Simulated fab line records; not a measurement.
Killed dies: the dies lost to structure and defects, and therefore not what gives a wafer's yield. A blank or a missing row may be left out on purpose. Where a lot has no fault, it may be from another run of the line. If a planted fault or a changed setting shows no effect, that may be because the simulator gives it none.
Matching of chambers | flow n5-finfet | N5_DUMMY_GATE_ETCH_42 on rie-diel-06: 4 sister chambers
The step etches SiO2 in CHF3/O2, target depth 3.5 nm, time 31 s. 8 wafers are shown with their chamber, then 8 later ones without.

EACH WAFER AND ITS CHAMBER
wafer  | chamber | drypump-motor-current-A (A) | showerhead-plenum-p-Torr (Torr)
L078.1 | 3       | 6.7                         | 2.28
L083.6 | 3       | 6.6                         | 2.27
L086.2 | 0       | 6.0                         | 2.37
L086.3 | 2       | 5.6                         | 2.50
L088.1 | 1       | 6.0                         | 2.24
L088.3 | 2       | 5.6                         | 2.49
L088.4 | 0       | 6.0                         | 2.37
L090.1 | 1       | 6.0                         | 2.24

WAFERS WITH NO CHAMBER GIVEN
wafer  | drypump-motor-current-A (A) | showerhead-plenum-p-Torr (Torr)
L090.2 | 6.0                         | 2.37
L090.4 | 6.6                         | 2.27
L093.1 | 6.0                         | 2.24
L093.2 | 6.0                         | 2.37
L093.6 | 6.0                         | 2.24
L095.1 | 6.6                         | 2.26
L095.2 | 6.0                         | 2.37
L095.3 | 5.6                         | 2.49

THE CHAMBER EACH PASSED THROUGH
wafer  | from the rows above | in truth
L090.2 | 0                   | 0
L090.4 | 3                   | 3
L093.1 | 1                   | 1
L093.2 | 0                   | 0
L093.6 | 1                   | 1
L095.1 | 3                   | 3
L095.2 | 0                   | 0
L095.3 | 2                   | 2
Correct placement for 8 of the 8. Not placeable from these rows: 0. Placed wrongly: 0.
How it was worked out, from the rows above alone: a wafer's distance from a chamber is the root of the sum, over the readings, of the square of ((its reading less the chamber's mean) divided by the reading's scatter). The wafer belongs to the nearest chamber; if the next one is less than 2 further off, it can't be placed. A chamber's mean is the mean of its shown wafers. How the scatter is found: for the shown wafers, subtract from each reading the mean of its chamber, square and add these, divide the total by (wafers less chambers), then take the root.
